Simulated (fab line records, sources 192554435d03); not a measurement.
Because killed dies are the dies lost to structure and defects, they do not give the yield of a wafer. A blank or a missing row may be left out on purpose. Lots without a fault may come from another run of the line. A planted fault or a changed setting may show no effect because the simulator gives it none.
Split-lot experiment || flow n5Finfet || 7 lots, 39 wafers read, on a route of 1938 steps

ABOUT THE SPLIT
At N5_SD_EPI_N_EPI_21 (deposits Si:P, time 690 s), the setting epiGrowthTimeS was moved away from the recipe's 690 s on 12 of the 39 wafers read, by -56.7% to +54.8%. All remaining wafers had this setting at the recipe value.

The reading is taken at the split's own step.

THE READING
Si-P_of_SD_EPI_N_EPI_21.thkNm (the simulator's own value, which no gauge read), in nm, at N5_SD_EPI_N_EPI_21 (deposits Si:P, time 690 s). No usual value for it is given in the file. Across the 27 wafers here that went through the recipe, the average is 59.0 nm and the standard deviation 0.71 nm.

{"wafer": "L076.1", "tool, chamber at the split": "epiRpcvd-03, 0", "epiGrowthTimeS as run, s": 690, "against the recipe": "recipe", "Si-P_of_SD_EPI_N_EPI_21.thkNm, nm": 57.8, "against lot-mates on the recipe": "-"}
{"wafer": "L076.6", "tool, chamber at the split": "epiRpcvd-03, 0", "epiGrowthTimeS as run, s": 690, "against the recipe": "recipe", "Si-P_of_SD_EPI_N_EPI_21.thkNm, nm": 57.8, "against lot-mates on the recipe": "-"}
{"wafer": "L076.2", "tool, chamber at the split": "epiRpcvd-03, 0", "epiGrowthTimeS as run, s": 690, "against the recipe": "recipe", "Si-P_of_SD_EPI_N_EPI_21.thkNm, nm": 57.6, "against lot-mates on the recipe": "-"}
{"wafer": "L076.5", "tool, chamber at the split": "epiRpcvd-03, 0", "epiGrowthTimeS as run, s": 690, "against the recipe": "recipe", "Si-P_of_SD_EPI_N_EPI_21.thkNm, nm": 57.6, "against lot-mates on the recipe": "-"}
{"wafer": "L076.3", "tool, chamber at the split": "epiRpcvd-03, 0", "epiGrowthTimeS as run, s": 690, "against the recipe": "recipe", "Si-P_of_SD_EPI_N_EPI_21.thkNm, nm": 58.4, "against lot-mates on the recipe": "-"}
{"wafer": "L076.4", "tool, chamber at the split": "epiRpcvd-03, 0", "epiGrowthTimeS as run, s": 690, "against the recipe": "recipe", "Si-P_of_SD_EPI_N_EPI_21.thkNm, nm": 58.2, "against lot-mates on the recipe": "-"}
{"wafer": "L077.1", "tool, chamber at the split": "epiRpcvd-04, 0", "epiGrowthTimeS as run, s": 690, "against the recipe": "recipe", "Si-P_of_SD_EPI_N_EPI_21.thkNm, nm": 59.8, "against lot-mates on the recipe": "-"}
{"wafer": "L077.2", "tool, chamber at the split": "epiRpcvd-04, 0", "epiGrowthTimeS as run, s": 1068, "against the recipe": "+54.8%", "Si-P_of_SD_EPI_N_EPI_21.thkNm, nm": 81.2, "against lot-mates on the recipe": "+21.7"}
{"wafer": "L077.3", "tool, chamber at the split": "epiRpcvd-04, 0", "epiGrowthTimeS as run, s": 690, "against the recipe": "recipe", "Si-P_of_SD_EPI_N_EPI_21.thkNm, nm": 59.6, "against lot-mates on the recipe": "-"}
{"wafer": "L077.4", "tool, chamber at the split": "epiRpcvd-04, 0", "epiGrowthTimeS as run, s": 1068, "against the recipe": "+54.8%", "Si-P_of_SD_EPI_N_EPI_21.thkNm, nm": 80.8, "against lot-mates on the recipe": "+21.3"}
{"wafer": "L077.5", "tool, chamber at the split": "epiRpcvd-04, 0", "epiGrowthTimeS as run, s": 1068, "against the recipe": "+54.8%", "Si-P_of_SD_EPI_N_EPI_21.thkNm, nm": 80.8, "against lot-mates on the recipe": "+21.3"}
{"wafer": "L077.6", "tool, chamber at the split": "epiRpcvd-04, 0", "epiGrowthTimeS as run, s": 690, "against the recipe": "recipe", "Si-P_of_SD_EPI_N_EPI_21.thkNm, nm": 59, "against lot-mates on the recipe": "-"}
{"wafer": "L080.1", "tool, chamber at the split": "epiRpcvd-03, 0", "epiGrowthTimeS as run, s": 690, "against the recipe": "recipe", "Si-P_of_SD_EPI_N_EPI_21.thkNm, nm": 59.6, "against lot-mates on the recipe": "-"}
{"wafer": "L080.2", "tool, chamber at the split": "epiRpcvd-03, 0", "epiGrowthTimeS as run, s": 690, "against the recipe": "recipe", "Si-P_of_SD_EPI_N_EPI_21.thkNm, nm": 59.6, "against lot-mates on the recipe": "-"}
{"wafer": "L080.6", "tool, chamber at the split": "epiRpcvd-03, 0", "epiGrowthTimeS as run, s": 690, "against the recipe": "recipe", "Si-P_of_SD_EPI_N_EPI_21.thkNm, nm": 59.6, "against lot-mates on the recipe": "-"}
{"wafer": "L080.3", "tool, chamber at the split": "epiRpcvd-03, 0", "epiGrowthTimeS as run, s": 690, "against the recipe": "recipe", "Si-P_of_SD_EPI_N_EPI_21.thkNm, nm": 60, "against lot-mates on the recipe": "-"}
{"wafer": "L080.4", "tool, chamber at the split": "epiRpcvd-03, 0", "epiGrowthTimeS as run, s": 690, "against the recipe": "recipe", "Si-P_of_SD_EPI_N_EPI_21.thkNm, nm": 59.4, "against lot-mates on the recipe": "-"}
{"wafer": "L080.5", "tool, chamber at the split": "epiRpcvd-03, 0", "epiGrowthTimeS as run, s": 690, "against the recipe": "recipe", "Si-P_of_SD_EPI_N_EPI_21.thkNm, nm": 59.8, "against lot-mates on the recipe": "-"}
{"wafer": "L082.1", "tool, chamber at the split": "epiRpcvd-04, 0", "epiGrowthTimeS as run, s": 690, "against the recipe": "recipe", "Si-P_of_SD_EPI_N_EPI_21.thkNm, nm": 58.6, "against lot-mates on the recipe": "-"}
{"wafer": "L082.2", "tool, chamber at the split": "epiRpcvd-04, 0", "epiGrowthTimeS as run, s": 900.5, "against the recipe": "+30.5%", "Si-P_of_SD_EPI_N_EPI_21.thkNm, nm": 71.6, "against lot-mates on the recipe": "+12.5"}
{"wafer": "L082.4", "tool, chamber at the split": "epiRpcvd-04, 0", "epiGrowthTimeS as run, s": 900.5, "against the recipe": "+30.5%", "Si-P_of_SD_EPI_N_EPI_21.thkNm, nm": 71.6, "against lot-mates on the recipe": "+12.5"}
{"wafer": "L082.3", "tool, chamber at the split": "epiRpcvd-04, 0", "epiGrowthTimeS as run, s": 690, "against the recipe": "recipe", "Si-P_of_SD_EPI_N_EPI_21.thkNm, nm": 59.8, "against lot-mates on the recipe": "-"}
{"wafer": "L082.5", "tool, chamber at the split": "epiRpcvd-04, 0", "epiGrowthTimeS as run, s": 900.5, "against the recipe": "+30.5%", "Si-P_of_SD_EPI_N_EPI_21.thkNm, nm": 70.2, "against lot-mates on the recipe": "+11.1"}
{"wafer": "L082.6", "tool, chamber at the split": "epiRpcvd-04, 0", "epiGrowthTimeS as run, s": 690, "against the recipe": "recipe", "Si-P_of_SD_EPI_N_EPI_21.thkNm, nm": 59, "against lot-mates on the recipe": "-"}
{"wafer": "L089.1", "tool, chamber at the split": "epiRpcvd-02, 0", "epiGrowthTimeS as run, s": 690, "against the recipe": "recipe", "Si-P_of_SD_EPI_N_EPI_21.thkNm, nm": 59, "against lot-mates on the recipe": "-"}
{"wafer": "L089.3", "tool, chamber at the split": "epiRpcvd-02, 0", "epiGrowthTimeS as run, s": 690, "against the recipe": "recipe", "Si-P_of_SD_EPI_N_EPI_21.thkNm, nm": 59, "against lot-mates on the recipe": "-"}
{"wafer": "L089.2", "tool, chamber at the split": "epiRpcvd-02, 0", "epiGrowthTimeS as run, s": 308.1, "against the recipe": "-55.3%", "Si-P_of_SD_EPI_N_EPI_21.thkNm, nm": 28, "against lot-mates on the recipe": -30.9}
{"wafer": "L089.4", "tool, chamber at the split": "epiRpcvd-02, 0", "epiGrowthTimeS as run, s": 690, "against the recipe": "recipe", "Si-P_of_SD_EPI_N_EPI_21.thkNm, nm": 58.8, "against lot-mates on the recipe": "-"}
{"wafer": "L089.5", "tool, chamber at the split": "epiRpcvd-02, 0", "epiGrowthTimeS as run, s": 308.1, "against the recipe": "-55.3%", "Si-P_of_SD_EPI_N_EPI_21.thkNm, nm": 28.2, "against lot-mates on the recipe": -30.7}
{"wafer": "L089.6", "tool, chamber at the split": "epiRpcvd-02, 0", "epiGrowthTimeS as run, s": 308.1, "against the recipe": "-55.3%", "Si-P_of_SD_EPI_N_EPI_21.thkNm, nm": 28.2, "against lot-mates on the recipe": -30.7}
{"wafer": "L096.3", "tool, chamber at the split": "epiRpcvd-03, 0", "epiGrowthTimeS as run, s": 690, "against the recipe": "recipe", "Si-P_of_SD_EPI_N_EPI_21.thkNm, nm": 59.2, "against lot-mates on the recipe": "-"}
{"wafer": "L096.5", "tool, chamber at the split": "epiRpcvd-03, 0", "epiGrowthTimeS as run, s": 690, "against the recipe": "recipe", "Si-P_of_SD_EPI_N_EPI_21.thkNm, nm": 59.4, "against lot-mates on the recipe": "-"}
{"wafer": "L096.6", "tool, chamber at the split": "epiRpcvd-03, 0", "epiGrowthTimeS as run, s": 690, "against the recipe": "recipe", "Si-P_of_SD_EPI_N_EPI_21.thkNm, nm": 59, "against lot-mates on the recipe": "-"}
{"wafer": "L097.1", "tool, chamber at the split": "epiRpcvd-02, 0", "epiGrowthTimeS as run, s": 690, "against the recipe": "recipe", "Si-P_of_SD_EPI_N_EPI_21.thkNm, nm": 58.4, "against lot-mates on the recipe": "-"}
{"wafer": "L097.2", "tool, chamber at the split": "epiRpcvd-02, 0", "epiGrowthTimeS as run, s": 298.5, "against the recipe": "-56.7%", "Si-P_of_SD_EPI_N_EPI_21.thkNm, nm": 27.4, "against lot-mates on the recipe": -31.6}
{"wafer": "L097.3", "tool, chamber at the split": "epiRpcvd-02, 0", "epiGrowthTimeS as run, s": 690, "against the recipe": "recipe", "Si-P_of_SD_EPI_N_EPI_21.thkNm, nm": 59.6, "against lot-mates on the recipe": "-"}
{"wafer": "L097.4", "tool, chamber at the split": "epiRpcvd-02, 0", "epiGrowthTimeS as run, s": 690, "against the recipe": "recipe", "Si-P_of_SD_EPI_N_EPI_21.thkNm, nm": 59, "against lot-mates on the recipe": "-"}
{"wafer": "L097.5", "tool, chamber at the split": "epiRpcvd-02, 0", "epiGrowthTimeS as run, s": 298.5, "against the recipe": "-56.7%", "Si-P_of_SD_EPI_N_EPI_21.thkNm, nm": 28, "against lot-mates on the recipe": -31.0}
{"wafer": "L097.6", "tool, chamber at the split": "epiRpcvd-02, 0", "epiGrowthTimeS as run, s": 298.5, "against the recipe": "-56.7%", "Si-P_of_SD_EPI_N_EPI_21.thkNm, nm": 27.2, "against lot-mates on the recipe": -31.8}

FIT RESULTS
A straight line over all 39 wafers: Si-P_of_SD_EPI_N_EPI_21.thkNm changes by +0.493 nm for each +1% of epiGrowthTimeS; r = +0.99; the points scatter about the line by 1.9 nm.
The same after taking each lot's own level away (the mean of its wafers on the recipe; 39 wafers): +0.489 nm for each +1%; r = +0.99; scatter 2 nm.
According to that fit, moving epiGrowthTimeS by its largest amount changes the reading by 28 nm.
From 57.90 to 59.67 nm: that is the span of the lots' own levels, equal to 2.5 times the standard deviation above.
Hence the lot-to-lot level has little effect on the slope; both slopes agree.
Check: -28.6 nm against its lot-mates is what the line predicts for one of the wafers moved furthest among these (-56.7%) when that wafer is left out of the fit. Against them it came out at -31.6 nm.

THE OTHER SPLITS THESE WAFERS WENT THROUGH
Note: prior to the reading, these wafers also went through further splits. Each is held against what the fit with the lots' levels taken away leaves over:
{"other split on the same wafers": "N5_PMOS_HMC_CHANNEL_EPI_HM_DEP_34 targetThkA", "wafers away from the commonest value": 18, "r with Si-P_of_SD_EPI_N_EPI_21.thkNm (lot level and that fit taken away)": -0.33}

THE WHOLE CHAIN: every reading that the file lists as answering this split, in the file's order
{"step": "N5_SD_EPI_N_EPI_21", "what it does": "deposits Si:P, time 690 s", "reading": "Si-P_of_SD_EPI_N_EPI_21.thkNm (the simulator's own value, which no gauge read)", "change (the file's fit)": "+0.493 nm for each +1% of the setting", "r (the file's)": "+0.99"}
{"step": "N5_SD_EPI_N_EPI_MEAS_23", "what it does": "", "reading": "thkNm", "change (the file's fit)": "withheld for each +1% of the setting", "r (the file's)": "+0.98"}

THE FILE'S OWN FIT
Si-P_of_SD_EPI_N_EPI_21.thkNm changes by +0.493 nm for each +1% of epiGrowthTimeS, r = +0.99.
